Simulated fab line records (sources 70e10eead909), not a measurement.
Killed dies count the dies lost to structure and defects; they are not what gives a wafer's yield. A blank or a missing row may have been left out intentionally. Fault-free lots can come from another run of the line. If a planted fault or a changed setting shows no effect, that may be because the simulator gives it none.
fab line records | flow nand_harc
[record] lots = 12 | wafers = 36 | last_day = 33
route steps=1302 shown A_CONTACT@1018 END@1302
lots untouched by any fault: they come from a run of this same line in which no faults occurred
start_h: the number of hours between the record's first day and the start of the first shown wafer of the lot | wait_h: hours elapsed since this lot's preceding step | " repeats the value in the row above | L1.1+2: a single row standing in for several wafers | - no value, or no start was given | * or withheld: withheld | < > ~ a bound
route shown NAME@n: names a module that has steps shown in the file, with the first one's number in the route | usual: mean/standard deviation of fault-free wafers | same: alike in all rows | chamber/n: place in a boat | sites: the reading at each site | _std_site: standard deviation across them | _edge_site: mean of outer sites minus mean of inner sites | radius_mm: how far each site lies from the wafer's centre | mask NAME#n: copy n | behind: the tool/chamber that last shaped the wafer | hold: why the lot went on hold/how many hours it stayed there/how the hold came to an end | device: whichever transistor did not switch (one of n, p or np) | end of line: the tests these same wafers got at the end of their route | step lacking rows: just its recipe | killed: count of dies lost to structure and defects at first sort (not the wafer's yield) | map: per-die view of a wafer (x killed, . not killed, _ where there is no die)
set.NAME: the setting that was run; set.NAME@STEP: the one run at that earlier step | model.NAME: the simulator's own value behind a step, which no gauge read
a sample of lots followed through the steps of the route, with each step as a table and each wafer as a row
services: from which hour (start_h, from the record's first day; less than 0 if before it) a tool's chamber was out of use, for how many hours, and why
[[steps]]
[step NHARC_A_CONTACT_ETCH_90]
[recipe] target_depth_a = 400 | over_etch_frac = 0.5 | time_s = 85.7 | ion_energy_ev = 120 | ch3f_flow_sccm = 50 | o2_flow_sccm = 30 | ar_flow_sccm = 200 | rf_w = 500 | bias_w = 100 | chemistry = CH3F/O2
[usual] drypump_motor_current_A = 5.8/0.56 | oes_product_au = 0.95/0.035 | rf_vpp_V = 243.8/1.6 | showerhead_plenum_p_Torr = 2.43/0.098 | throttle_valve_pct = 20.664/0.0086
lot.wafer | tool        | chamber | start_h | wait_h | drypump_motor_current_A | oes_product_au | rf_hours_counter_h | rf_vpp_V | showerhead_plenum_p_Torr | throttle_valve_pct
L291.2    | rie_diel-11 | 2       | 506.25  | 1.5    | 6.7                     | 0.93           | 12                 | 241.6    | 2.30                     | 20.665
L291.1    | "           | 3       | "       | "      | 5.2                     | 0.92           | 14                 | 244.9    | 2.56                     | 20.643
L291.5    | "           | 1       | "       | "      | 5.3                     | 0.92           | -                  | 243.7    | 2.43                     | 20.663
L295.2    | rie_diel-11 | 0       | 522.63  | 0.8    | 6.0                     | 1.01           | 12                 | 243.3    | 2.42                     | 20.651
L295.1    | "           | 1       | "       | "      | 5.3                     | 1.00           | 14                 | 243.7    | 2.43                     | 20.666
L295.6    | "           | 1       | "       | "      | 5.4                     | 1.00           | -                  | 244.4    | 2.43                     | 20.669
L293.3    | rie_diel-11 | 2       | 523.70  | 0.6    | 6.6                     | 0.92           | 15                 | 242.4    | 2.30                     | 20.662
L293.4    | "           | 3       | "       | "      | 5.2                     | 0.92           | 18                 | 246.6    | 2.55                     | 20.662
L293.2    | "           | 0       | "       | "      | 6.0                     | 0.92           | 12                 | 244.7    | 2.42                     | 20.656
L294.3    | rie_diel-11 | 2       | 533.52  | 0.8    | 6.6                     | 0.93           | 18                 | 241.6    | 2.30                     | 20.665
L294.2    | "           | 3       | "       | "      | 5.2                     | 0.93           | 21                 | 246.2    | 2.55                     | 20.651
L294.1    | "           | 1       | "       | "      | 5.3                     | 0.92           | 16                 | 244.8    | 2.43                     | 20.658
L296.2    | rie_diel-11 | 0       | 558.20  | 0.8    | 6.0                     | 0.95           | 18                 | 243.5    | 2.41                     | 20.669
L296.5    | "           | 0       | "       | "      | 6.0                     | 0.95           | -                  | 245.1    | 2.41                     | 20.662
L296.6    | "           | 1       | "       | "      | 5.3                     | 0.93           | -                  | 244.2    | 2.43                     | 20.657
L300.1    | rie_diel-11 | 2       | 593.79  | 0.9    | 6.6                     | 0.98           | 27                 | 240.7    | 2.29                     | 20.659
L300.4    | "           | 3       | "       | "      | 5.2                     | 0.97           | 31                 | 244.9    | 2.55                     | 20.645
L300.2    | "           | 0       | "       | "      | 6.0                     | 0.99           | 24                 | 243.5    | 2.41                     | 20.671
L304.2    | rie_diel-10 | 0       | 618.01  | 0.9    | 5.4                     | 0.93           | 4                  | 243.9    | 2.45                     | 20.657
L304.6    | "           | 1       | "       | "      | 6.4                     | 0.92           | -                  | 242.8    | 2.43                     | 20.672
L304.5    | "           | 2       | "       | "      | 6.0                     | 0.91           | -                  | 243.9    | 2.59                     | 20.666
L302.1    | rie_diel-11 | 2       | 620.52  | 0.9    | 6.7                     | 1.01           | 1                  | 241.0    | 2.29                     | 20.663
L302.2    | "           | 3       | "       | "      | 5.1                     | 1.01           | 1                  | 244.3    | 2.55                     | 20.652
L302.5    | "           | 0       | "       | "      | 6.0                     | 1.00           | -                  | 242.9    | 2.41                     | 20.658
L308.3    | rie_diel-11 | 3       | 689.11  | 0.7    | 5.2                     | 0.92           | 15                 | 246.6    | 2.54                     | 20.666
L308.2    | "           | 0       | "       | "      | 6.0                     | 0.92           | 18                 | 244.7    | 2.40                     | 20.661
L308.1    | "           | 2       | "       | "      | 6.6                     | 0.95           | 17                 | 241.8    | 2.28                     | 20.678
L310.4    | rie_diel-11 | 3       | 696.64  | 0.8    | 5.2                     | 0.93           | 16                 | 246.4    | 2.54                     | 20.645
L310.6    | "           | 0       | "       | "      | 6.0                     | 0.93           | -                  | 243.5    | 2.40                     | 20.659
L310.5    | "           | 1       | "       | "      | 5.3                     | 0.92           | -                  | 243.5    | 2.42                     | 20.668
L312.4    | rie_diel-11 | 1       | 703.97  | 0.7    | 5.3                     | 1.00           | 13                 | 244.4    | 2.42                     | 20.657
L312.3    | "           | 2       | "       | "      | 6.6                     | 1.02           | 21                 | 243.1    | 2.28                     | 20.670
L312.5    | "           | 1       | "       | "      | 5.3                     | 1.00           | -                  | 243.6    | 2.42                     | 20.671
L314.3    | rie_diel-03 | 2       | 720.13  | 0.7    | 5.4                     | 0.92           | 23                 | 246.4    | 2.53                     | 20.667
L314.4    | "           | 3       | "       | "      | 5.9                     | 0.93           | 24                 | 244.1    | 2.52                     | 20.665
L314.6    | "           | 2       | "       | "      | 5.4                     | 0.91           | -                  | 245.2    | 2.53                     | 20.669
[step NHARC_A_CONTACT_DEP_58]
[recipe] target_thk_a = 900 | target_thk_nm = 90 | temp_c = 400 | pressure_torr = 3.5 | flow_sccm = 200 | rf_w = 350 | material = SiON
[usual] chamber_pressure_Torr = 3.500/0.0074 | heater_power_w = 742/79 | showerhead_vpp_V = 1181/67
lot.wafer | tool     | chamber | start_h | wait_h | chamber_pressure_Torr | heater_power_w | showerhead_vpp_V
L291.1    | pecvd-03 | 2       | 510.82  | 2.7    | 3.505                 | 729            | 1134
L291.2    | "        | 0       | "       | "      | 3.501                 | 648            | 1087
L291.5    | "        | 2       | "       | "      | 3.496                 | 755            | 1133
L295.1    | pecvd-04 | 0       | 527.87  | 2.7    | 3.502                 | 716            | 1263
L295.2    | "        | 1       | "       | "      | 3.507                 | 832            | 1181
L295.6    | "        | 0       | "       | "      | 3.493                 | 716            | 1276
L293.2    | pecvd-04 | 1       | 528.83  | 2.2    | 3.508                 | 889            | 1175
L293.3    | "        | 2       | "       | "      | 3.494                 | 766            | 1275
L293.4    | "        | 2       | "       | "      | 3.505                 | 777            | 1271
L294.1    | pecvd-02 | 1       | 538.04  | 2.7    | 3.499                 | 769            | 1100
L294.2    | "        | 2       | "       | "      | 3.506                 | 696            | 1148
L294.3    | "        | 0       | "       | "      | 3.492                 | 665            | 1137
L296.2    | pecvd-02 | 1       | 565.36  | 2.2    | 3.498                 | 677            | 1102
L296.6    | "        | 2       | "       | "      | 3.505                 | 862            | 1149
L296.5    | "        | 1       | "       | "      | 3.500                 | 680            | 1117
L300.1    | pecvd-04 | 2       | 599.24  | 3.0    | 3.501                 | 771            | 1260
L300.2    | "        | 0       | "       | "      | 3.504                 | 710            | 1278
L300.4    | "        | 2       | "       | "      | 3.498                 | 615            | 1254
L304.2    | pecvd-04 | 1       | 623.25  | 2.2    | 3.498                 | 866            | 1183
L304.5    | "        | 2       | "       | "      | 3.511                 | 757            | 1268
L304.6    | "        | 0       | "       | "      | 3.494                 | 756            | 1256
L302.1    | pecvd-04 | 2       | 628.05  | 2.7    | 3.494                 | 755            | 1273
L302.2    | "        | 1       | "       | "      | 3.504                 | 890            | 1166
L302.5    | "        | 0       | "       | "      | 3.487                 | 663            | 1288
L308.3    | pecvd-04 | 0       | 693.51  | 1.6    | 3.489                 | 639            | 1271
L308.2    | "        | 1       | "       | "      | 3.490                 | 873            | 1188
L308.1    | "        | 2       | "       | "      | 3.500                 | 736            | 1245
L310.5    | pecvd-04 | 0       | 702.36  | 0.6    | 3.504                 | 752            | 1258
L310.6    | "        | 1       | "       | "      | 3.497                 | 902            | 1186
L310.4    | "        | 2       | "       | "      | 3.504                 | 685            | 1268
L312.3    | pecvd-03 | 0       | 709.07  | 1.6    | 3.477                 | 637            | 1080
L312.5    | "        | 2       | "       | "      | 3.513                 | 730            | 1135
L312.4    | "        | 0       | "       | "      | 3.491                 | 649            | 1083
L314.3    | pecvd-02 | 2       | 724.53  | 1.6    | 3.490                 | 812            | 1143
L314.4    | "        | 0       | "       | "      | 3.508                 | 577            | 1161
L314.6    | "        | 1       | "       | "      | 3.495                 | 669            | 1102
[step NHARC_A_CONTACT_INSPECT_71]
[usual] raw_defect_count = 81/37
lot.wafer | tool              | chamber | start_h | wait_h | raw_defect_count
L291.1    | defect_inspect-02 | -       | 511.66  | 0.0    | 18
L291.2    | "                 | -       | "       | "      | 23
L291.5    | "                 | -       | "       | "      | 27
L295.1    | defect_inspect-01 | -       | 528.69  | 0.0    | 98
L295.2    | "                 | -       | "       | "      | 107
L295.6    | "                 | -       | "       | "      | 99
L293.2    | defect_inspect-01 | -       | 529.67  | 0.0    | 19
L293.3    | "                 | -       | "       | "      | 21
L293.4    | "                 | -       | "       | "      | 28
L294.1    | defect_inspect-02 | -       | 538.76  | 0.0    | 57
L294.2    | "                 | -       | "       | "      | 57
L294.3    | "                 | -       | "       | "      | 67
L296.2    | defect_inspect-01 | -       | 566.15  | 0.0    | 57
L296.5    | "                 | -       | "       | "      | 52
L296.6    | "                 | -       | "       | "      | 63
L300.1    | defect_inspect-02 | -       | 600.05  | 0.0    | 572
L300.2    | "                 | -       | "       | "      | 81
L300.4    | "                 | -       | "       | "      | 546
L304.2    | defect_inspect-01 | -       | 623.98  | 0.0    | 134
L304.5    | "                 | -       | "       | "      | 627
L304.6    | "                 | -       | "       | "      | 150
L302.1    | defect_inspect-01 | -       | 628.90  | 0.0    | 515
L302.2    | "                 | -       | "       | "      | 16
L302.5    | "                 | -       | "       | "      | 17
L308.1    | defect_inspect-02 | -       | 694.36  | 0.0    | 65
L308.2    | "                 | -       | "       | "      | 56
L308.3    | "                 | -       | "       | "      | 64
L310.4    | defect_inspect-02 | -       | 703.13  | 0.0    | 84
L310.5    | "                 | -       | "       | "      | 117
L310.6    | "                 | -       | "       | "      | 112
L312.3    | defect_inspect-02 | -       | 709.76  | 0.0    | 142
L312.4    | "                 | -       | "       | "      | 137
L312.5    | "                 | -       | "       | "      | 129
L314.3    | defect_inspect-01 | -       | 725.37  | 0.0    | 44
L314.4    | "                 | -       | "       | "      | 42
L314.6    | "                 | -       | "       | "      | 39
[step NHARC_A_CONTACT_ETCH_124]
[recipe] source_w = withheld | pressure_mtorr = 20 | bias_v = withheld | time_s = 140 | target_depth_a = 7000 | ar_flow_sccm = withheld | c4f8_flow_sccm = withheld | o2_flow_sccm = withheld | chemistry = C4F8/O2/Ar
lot.wafer | tool            | chamber | start_h | wait_h | rf_hours_counter_h
L291.1    | har_cap_etch-03 | 1       | 513.26  | -      | 41
L291.2    | "               | 0       | "       | "      | 41
L291.5    | "               | 0       | "       | "      | -
L295.1    | har_cap_etch-03 | 1       | 530.29  | -      | 45
L295.2    | "               | 0       | "       | "      | 45
L295.6    | "               | 1       | "       | "      | -
L293.2    | har_cap_etch-02 | 0       | 531.32  | -      | 90
L293.3    | "               | 1       | "       | "      | -
L293.4    | "               | 0       | "       | "      | -
L294.2    | har_cap_etch-02 | 0       | 541.15  | -      | 92
L294.1    | "               | 1       | "       | "      | 92
L294.3    | "               | 1       | "       | "      | -
L296.2    | har_cap_etch-01 | 1       | 567.76  | -      | 9
L296.5    | "               | 1       | "       | "      | -
L296.6    | "               | 0       | "       | "      | -
L300.1    | har_cap_etch-03 | 0       | 601.66  | -      | 54
L300.2    | "               | 1       | "       | "      | 54
L300.4    | "               | 0       | "       | "      | -
L304.2    | har_cap_etch-02 | 0       | 626.01  | -      | 105
L304.5    | "               | 0       | "       | "      | -
L304.6    | "               | 1       | "       | "      | -
L302.1    | har_cap_etch-01 | 0       | 630.97  | -      | 22
L302.2    | "               | 1       | "       | "      | 22
L302.5    | "               | 1       | "       | "      | -
L308.2    | har_cap_etch-03 | 0       | 695.97  | -      | 72
L308.1    | "               | 1       | "       | "      | 72
L308.3    | "               | 0       | "       | "      | -
L310.4    | har_cap_etch-03 | 1       | 705.27  | -      | -
L310.5    | "               | 0       | "       | "      | -
L310.6    | "               | 1       | "       | "      | -
L312.4    | har_cap_etch-01 | 1       | 711.42  | -      | -
L312.3    | "               | 0       | "       | "      | -
L312.5    | "               | 0       | "       | "      | -
L314.3    | har_cap_etch-02 | 1       | 727.04  | -      | -
L314.4    | "               | 0       | "       | "      | -
L314.6    | "               | 1       | "       | "      | -
[step NHARC_A_CONTACT_ETCH_128]
[recipe] source_w = withheld | pressure_mtorr = 20 | bias_v = 3000 | time_s = 197 | target_depth_a = 19180 | ar_flow_sccm = withheld | c4f8_flow_sccm = withheld | o2_flow_sccm = withheld | chemistry = C4F8/O2/Ar
lot.wafer | tool            | chamber | start_h | wait_h | rf_hours_counter_h
L291.1    | har_cap_etch-03 | 1       | 513.99  | 0.1    | 41
L291.2    | "               | 0       | "       | "      | 41
L291.5    | "               | 0       | "       | "      | -
L295.1    | har_cap_etch-03 | 1       | 531.02  | 0.1    | 45
L295.2    | "               | 0       | "       | "      | 45
L295.6    | "               | 1       | "       | "      | -
L293.2    | har_cap_etch-02 | 0       | 532.04  | 0.1    | 91
L293.3    | "               | 1       | "       | "      | -
L293.4    | "               | 0       | "       | "      | -
L294.2    | har_cap_etch-02 | 0       | 541.88  | 0.1    | 92
L294.1    | "               | 1       | "       | "      | 92
L294.3    | "               | 1       | "       | "      | -
L296.2    | har_cap_etch-01 | 1       | 568.50  | 0.1    | 10
L296.5    | "               | 1       | "       | "      | -
L296.6    | "               | 0       | "       | "      | -
L300.1    | har_cap_etch-03 | 0       | 602.39  | 0.1    | 55
L300.2    | "               | 1       | "       | "      | 55
L300.4    | "               | 0       | "       | "      | -
L304.2    | har_cap_etch-02 | 0       | 626.75  | 0.1    | 106
L304.5    | "               | 0       | "       | "      | -
L304.6    | "               | 1       | "       | "      | -
L302.1    | har_cap_etch-01 | 0       | 631.70  | 0.1    | 22
L302.2    | "               | 1       | "       | "      | 22
L302.5    | "               | 1       | "       | "      | -
L308.2    | har_cap_etch-03 | 0       | 696.70  | 0.1    | 73
L308.1    | "               | 1       | "       | "      | 73
L308.3    | "               | 0       | "       | "      | -
L310.4    | har_cap_etch-03 | 1       | 705.99  | 0.1    | -
L310.5    | "               | 0       | "       | "      | -
L310.6    | "               | 1       | "       | "      | -
L312.4    | har_cap_etch-01 | 1       | 712.14  | 0.1    | -
L312.3    | "               | 0       | "       | "      | -
L312.5    | "               | 0       | "       | "      | -
L314.3    | har_cap_etch-02 | 1       | 727.77  | 0.1    | -
L314.4    | "               | 0       | "       | "      | -
L314.6    | "               | 1       | "       | "      | -
[step NHARC_END_SORT_01]
[recipe] temp_c = 25
[usual] killed_at_array = 57/20 | killed_at_other = 1.3/1.4 | killed_at_periphery = 3.4/2.4 | killed_dies = 61/19 | killed_open = 2.9/1.8 | killed_short = 2.5/1.6
[same] gross_dies = 677
lot.wafer | tool      | chamber | start_h | wait_h | killed_at_array | killed_at_other | killed_at_periphery | killed_dies | killed_open | killed_short
L291.1    | prober-02 | 0       | 577.03  | 2.5    | 21              | 0               | 3                   | 24          | 2           | 2
L291.2    | prober-02 | 0       | 577.84  | 2.8    | 18              | 1               | 1                   | 20          | 1           | 1
L291.5    | prober-02 | 0       | 580.27  | 3.7    | 31              | 0               | 3                   | 34          | 3           | 3
L296.2    | prober-01 | 0       | 628.44  | 2.8    | 45              | 0               | 5                   | 50          | 4           | 3
L296.5    | prober-01 | 0       | 630.83  | 3.7    | 50              | 4               | 4                   | 58          | 3           | 6
L296.6    | prober-01 | 0       | 631.63  | 4.0    | 50              | 1               | 6                   | 57          | 2           | 1
L300.1    | prober-01 | 0       | 662.15  | 2.5    | 104             | 1               | 4                   | 109         | 2           | 5
L300.2    | prober-01 | 0       | 662.96  | 2.8    | 48              | 1               | 1                   | 50          | 1           | 4
L300.4    | prober-01 | 0       | 664.57  | 3.4    | 102             | 2               | 1                   | 105         | 2           | 3
L304.2    | prober-02 | 0       | 680.75  | 2.8    | 98              | 0               | 2                   | 100         | 6           | 5
L304.5    | prober-02 | 0       | 683.18  | 3.7    | 148             | 2               | 0                   | 150         | 3           | 5
L304.6    | prober-02 | 0       | 683.99  | 4.0    | 98              | 0               | 1                   | 99          | 1           | 3
L302.1    | prober-02 | 0       | 690.71  | 2.5    | 77              | 2               | 6                   | 85          | 9           | 3
L302.2    | prober-02 | 0       | 691.51  | 2.8    | 18              | 3               | 8                   | 29          | 4           | 2
L302.5    | prober-02 | 0       | 693.91  | 3.7    | 26              | 4               | 6                   | 36          | 4           | 5
L310.4    | prober-01 | 0       | 772.92  | 3.4    | 68              | 0               | 2                   | 70          | 1           | 2
L310.5    | prober-01 | 0       | 773.71  | 3.6    | 57              | 0               | 1                   | 58          | 3           | 0
L310.6    | prober-01 | 0       | 774.49  | 3.9    | 62              | 2               | 2                   | 66          | 0           | 4
L314.3    | prober-01 | 0       | 787.64  | 3.1    | 43              | 4               | 2                   | 49          | 2           | 0
L314.4    | prober-01 | 0       | 788.43  | 3.4    | 33              | 2               | 2                   | 37          | 2           | 1
L314.6    | prober-01 | 0       | 790.01  | 4.0    | 46              | 3               | 3                   | 52          | 5           | 4
// killed by level:class
L291.1 A_CHANNEL_HOLE_D2:chamber_film_flake=12 A_DECK1_JOINT:chamber_film_flake=2 A_CHANNEL_FILL_D2:chamber_film_flake=2 P_M0:geometric_particle:short=1 A_ONON_D1:geometric_particle:short=1 A_CHANNEL_FILL_D2:geometric_particle:open=1 A_M0:geometric_particle:open=1 P_ZERO_WELL:chamber_film_flake=1
L291.2 A_CHANNEL_HOLE_D2:chamber_film_flake=10 A_STAIRCASE:chamber_film_flake=2 A_CHANNEL_FILL_D2:chamber_film_flake=2 A_DECK1_JOINT:geometric_particle:open=1 P_STI:chamber_film_flake=1 STARTING-WAFER:geometric_particle:short=1 A_WL_FILL:chamber_film_flake=1 A_CONTACT:chamber_film_flake=1
L291.5 A_CHANNEL_HOLE_D2:chamber_film_flake=13 A_CONTACT:chamber_film_flake=4 A_WL_FILL:chamber_film_flake=3 A_ONON_D1:geometric_particle:short=2 P_STI:chamber_film_flake=2 A_CHANNEL_FILL_D2:chamber_film_flake=2 P_GATE:geometric_particle:open=1 A_ONON_D1:geometric_particle:open=1
L296.2 A_SLIT:chamber_film_flake=19 A_CHANNEL_HOLE_D2:chamber_film_flake=13 P_BONDPAD:chamber_film_flake=3 A_CHANNEL_HOLE_D1:chamber_film_flake=3 A_WL_FILL:chamber_film_flake=2 P_GATE:geometric_particle:open=1 A_SOURCE_PLATE:geometric_particle:open=1 A_ONON_D1:geometric_particle:short=1
L296.5 A_SLIT:chamber_film_flake=24 A_CHANNEL_HOLE_D2:chamber_film_flake=8 A_CHANNEL_HOLE_D1:chamber_film_flake=5 THIN_TSV:chamber_film_flake=4 P_GATE:chamber_film_flake=2 A_STAIRCASE:chamber_film_flake=2 A_SOURCE_PLATE:geometric_particle:open=1 A_ONON_D1:geometric_particle:open=1
L296.6 A_SLIT:chamber_film_flake=29 A_CHANNEL_HOLE_D2:chamber_film_flake=7 A_CHANNEL_HOLE_D1:chamber_film_flake=6 P_BONDPAD:chamber_film_flake=4 A_CHANNEL_FILL_D1:chamber_film_flake=2 A_WL_FILL:chamber_film_flake=2 P_CONTACT:geometric_particle:open=1 A_CHANNEL_HOLE_D1:geometric_particle:open=1
L300.1 A_CONTACT:unspecified=53 A_SLIT:chamber_film_flake=26 A_CHANNEL_HOLE_D2:chamber_film_flake=9 A_CHANNEL_HOLE_D1:chamber_film_flake=7 P_ZERO_WELL:chamber_film_flake=3 A_ONON_D2:geometric_particle:short=2 A_ONON_D1:geometric_particle:short=1 A_CHANNEL_HOLE_D1:geometric_particle:short=1
L300.2 A_SLIT:chamber_film_flake=22 A_CHANNEL_HOLE_D2:chamber_film_flake=7 A_CHANNEL_HOLE_D1:chamber_film_flake=5 A_CONTACT:chamber_film_flake=4 A_CHANNEL_FILL_D2:geometric_particle:short=2 A_WL_FILL:chamber_film_flake=2 A_ONON_D1:geometric_particle:open=1 A_DECK1_JOINT:geometric_particle:short=1
L300.4 A_CONTACT:unspecified=57 A_SLIT:chamber_film_flake=24 A_CHANNEL_HOLE_D2:chamber_film_flake=9 A_CHANNEL_HOLE_D1:chamber_film_flake=4 A_STAIRCASE:chamber_film_flake=2 A_CHANNEL_HOLE_D1:geometric_particle:open=1 A_CHANNEL_FILL_D1:geometric_particle:short=1 A_CHANNEL_FILL_D2:geometric_particle:open=1
L304.2 A_CHANNEL_HOLE_D1:chamber_film_flake=36 A_SLIT:chamber_film_flake=36 A_CHANNEL_HOLE_D2:chamber_film_flake=8 A_WL_FILL:geometric_particle:short=3 A_WL_FILL:chamber_film_flake=3 A_SGD_CUT:chamber_film_flake=2 A_STAIRCASE:chamber_film_flake=2 P_CONTACT:geometric_particle:open=1
L304.5 A_CONTACT:unspecified=57 A_CHANNEL_HOLE_D1:chamber_film_flake=32 A_SLIT:chamber_film_flake=27 A_CHANNEL_HOLE_D2:chamber_film_flake=15 A_CONTACT:chamber_film_flake=5 A_SGD_CUT:chamber_film_flake=3 A_CHANNEL_FILL_D2:geometric_particle:short=2 A_CHANNEL_FILL_D1:geometric_particle:short=1
L304.6 A_SLIT:chamber_film_flake=31 A_CHANNEL_HOLE_D1:chamber_film_flake=31 A_CHANNEL_HOLE_D2:chamber_film_flake=19 A_CONTACT:chamber_film_flake=5 A_SGD_CUT:chamber_film_flake=3 A_STAIRCASE:chamber_film_flake=2 A_M1:chamber_film_flake=2 A_ONON_D1:geometric_particle:short=1
L302.1 A_CONTACT:unspecified=52 A_CONTACT:chamber_film_flake=6 A_M0:geometric_particle:open=4 A_CHANNEL_HOLE_D1:chamber_film_flake=4 P_GATE:chamber_film_flake=3 A_M1:geometric_particle:open=2 P_M2:chamber_film_flake=2 THIN_TSV:chamber_film_flake=2
L302.2 A_CONTACT:chamber_film_flake=7 A_CHANNEL_HOLE_D1:chamber_film_flake=4 P_GATE:chamber_film_flake=3 P_M2:chamber_film_flake=2 THIN_TSV:chamber_film_flake=2 P_CONTACT:geometric_particle:open=1 P_M0:geometric_particle:open=1 P_ZERO_WELL:chamber_film_flake=1
L302.5 A_CHANNEL_HOLE_D1:chamber_film_flake=7 THIN_TSV:chamber_film_flake=4 P_M2:chamber_film_flake=3 A_CONTACT:chamber_film_flake=3 A_ONON_D1:geometric_particle:open=2 A_M0:geometric_particle:short=2 P_GATE:chamber_film_flake=2 A_CHANNEL_HOLE_D2:chamber_film_flake=2
L310.4 A_SLIT:chamber_film_flake=23 A_CHANNEL_HOLE_D2:chamber_film_flake=20 A_CHANNEL_HOLE_D1:chamber_film_flake=10 A_STAIRCASE:chamber_film_flake=4 A_BONDPAD:chamber_film_flake=3 A_WL_FILL:geometric_particle:short=2 A_WL_FILL:chamber_film_flake=2 A_CONTACT:chamber_film_flake=2
L310.5 A_SLIT:chamber_film_flake=24 A_CHANNEL_HOLE_D2:chamber_film_flake=14 A_CHANNEL_HOLE_D1:chamber_film_flake=7 A_DECK1_JOINT:chamber_film_flake=3 A_WL_FILL:chamber_film_flake=3 A_CONTACT:chamber_film_flake=3 A_ONON_D1:geometric_particle:open=1 A_BLC:geometric_particle:open=1
L310.6 A_SLIT:chamber_film_flake=27 A_CHANNEL_HOLE_D2:chamber_film_flake=15 A_CHANNEL_HOLE_D1:chamber_film_flake=6 A_STAIRCASE:chamber_film_flake=4 A_WL_FILL:geometric_particle:short=2 P_GATE:chamber_film_flake=2 A_CHANNEL_FILL_D1:chamber_film_flake=2 A_DECK1_JOINT:chamber_film_flake=2
L314.3 A_CHANNEL_HOLE_D1:chamber_film_flake=17 A_STAIRCASE:chamber_film_flake=9 A_SLIT:chamber_film_flake=5 A_M0:chamber_film_flake=5 A_CONTACT:chamber_film_flake=4 THIN_TSV:chamber_film_flake=4 P_M2:geometric_particle:open=1 A_ONON_D1:geometric_particle:open=1
L314.4 A_CHANNEL_HOLE_D1:chamber_film_flake=13 A_SLIT:chamber_film_flake=8 A_STAIRCASE:chamber_film_flake=6 A_CONTACT:chamber_film_flake=3 THIN_TSV:chamber_film_flake=2 P_M0:geometric_particle:open=1 A_DECK1_JOINT:geometric_particle:short=1 A_M1:geometric_particle:open=1
L314.6 A_CHANNEL_HOLE_D1:chamber_film_flake=18 A_CONTACT:chamber_film_flake=8 A_SLIT:chamber_film_flake=6 A_STAIRCASE:chamber_film_flake=4 THIN_TSV:chamber_film_flake=3 A_WL_FILL:geometric_particle:short=2 A_CHANNEL_HOLE_D2:chamber_film_flake=2 P_CONTACT:geometric_particle:open=1
[[services]]
tool            | chamber | start_h | hours | kind
rie_diel-11     | 0       | 490.54  | -     | clean
rie_diel-11     | 1       | 490.54  | -     | clean
rie_diel-11     | 2       | 490.54  | -     | clean
rie_diel-11     | 3       | 490.54  | -     | clean
pecvd-03        | -       | 491.51  | 10.3  | repair
rie_diel-11     | 0       | 492.04  | 19.1  | repair
har_cap_etch-01 | -       | 498.91  | 17.0  | pm
rie_diel-10     | 1       | 506.13  | 3.3   | repair
rie_diel-11     | 0       | 515.04  | -     | clean
har_cap_etch-02 | -       | 517.24  | 0.6   | repair
rie_diel-11     | 1       | 543.25  | 4.5   | repair
pecvd-03        | -       | 547.04  | 13.0  | pm
rie_diel-10     | 3       | 552.44  | 4.8   | repair
pecvd-04        | -       | 562.61  | 0.5   | repair
rie_diel-10     | 1       | 565.58  | 7.9   | repair
pecvd-02        | -       | 589.55  | 13.0  | pm
rie_diel-10     | -       | 596.61  | 9.0   | pm
rie_diel-11     | -       | 610.24  | 9.0   | pm
rie_diel-03     | -       | 628.03  | 1.5   | repair
pecvd-04        | -       | 631.26  | 13.0  | pm
rie_diel-11     | 3       | 635.16  | 5.8   | repair
rie_diel-03     | -       | 636.60  | 9.0   | pm
pecvd-03        | -       | 656.17  | 0.4   | repair
pecvd-04        | -       | 659.93  | 0.5   | repair
[[key]]
[first_sign] step = NHARC_A_CONTACT_INSPECT_71 | reading = raw_defect_count | direction = up | sigmas = 13 | usual = 81 | struck = 565
[effect] step = NHARC_END_SORT_01 | reading = killed_dies | direction = up | sigmas = 2.7 | usual = 61 | struck = 112
[more_kills_born_at] NHARC_A_CONTACT_DEP_58@pecvd-04 = 219
met_at NHARC_A_CONTACT_DEP_58
struck_lots L300,L302,L304
struck_wafers L300.1,L300.4,L302.1,L304.5
tester_left_out L300,L302,L304
not_acting_at NHARC_A_CONTACT_ETCH_90,NHARC_A_CONTACT_ETCH_124,NHARC_A_CONTACT_ETCH_128
onset_between 528.83 599.24
[fault] kind = chamber_particle_source | tool = pecvd-04 | chamber = 2 | onset_h = 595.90 | steps = NHARC_A_CONTACT_DEP_58 | rate_per_visit_cm2 = 0.74907 | end_h = 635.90
// tester_left_out: of these lots the tester's yield and bins aren't shown, on N5 and GAA mostly nor the transistor test; their killed dies are dies lost to structure and defects alone, not to doping, threshold or leakage, so they don't give the yield
